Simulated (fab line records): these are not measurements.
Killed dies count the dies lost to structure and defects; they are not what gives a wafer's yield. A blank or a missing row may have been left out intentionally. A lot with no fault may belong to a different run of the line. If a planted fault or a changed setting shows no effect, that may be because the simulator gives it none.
Chamber matching ; flow n5-finfet ; N5_BEOL_M10_CURE_72 on uv-cure-03: 3 sister chambers
The step cures SiCOH lowk, time 120 s. 3 wafers are shown with their chamber, then 10 later ones without.

== WAFERS PAIRED WITH THEIR CHAMBERS ==
wafer;chamber;wafer_temp_C_max
L080.6;0;372.9
L083.5;1;370.7
L084.4;2;371.6

== WAFERS MISSING THEIR CHAMBER ==
wafer;wafer_temp_C_max
L084.5;372.5
L082.2;372.8
L082.3;373.5
L082.4;373.0
L087.1;372.8
L087.3;372.4
L087.6;372.5
L087.2;373.4
L087.4;372.5
L087.5;372.8

== CHAMBER TAKEN BY EACH ==
wafer;from the rows above;in truth
L084.5;can't be placed: 0 or 2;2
L082.2;0;0
L082.3;0;0
L082.4;0;0
L087.1;0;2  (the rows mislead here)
L087.3;can't be placed: 0 or 2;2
L087.6;can't be placed: 0 or 2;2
L087.2;0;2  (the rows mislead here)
L087.4;can't be placed: 0 or 2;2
L087.5;0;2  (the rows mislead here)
Correctly placed: 3 of 10. Unplaceable from these rows: 4, with the true chamber sitting among the candidates in 4. 3 placed wrongly.
How it was worked out, from the rows above alone: a wafer's distance from a chamber is the root of the sum, over the readings, of the square of ((its reading less the chamber's mean) divided by the reading's scatter). If the next closest chamber is less than 2 further off than the closest, the wafer can't be placed; otherwise it belongs to the closest. The mean given for a chamber averages the wafers shown for that chamber. The scatter (one wafer shown for each chamber): square how far every hidden wafer sits from the nearest shown wafer, average those squares and take the square root.
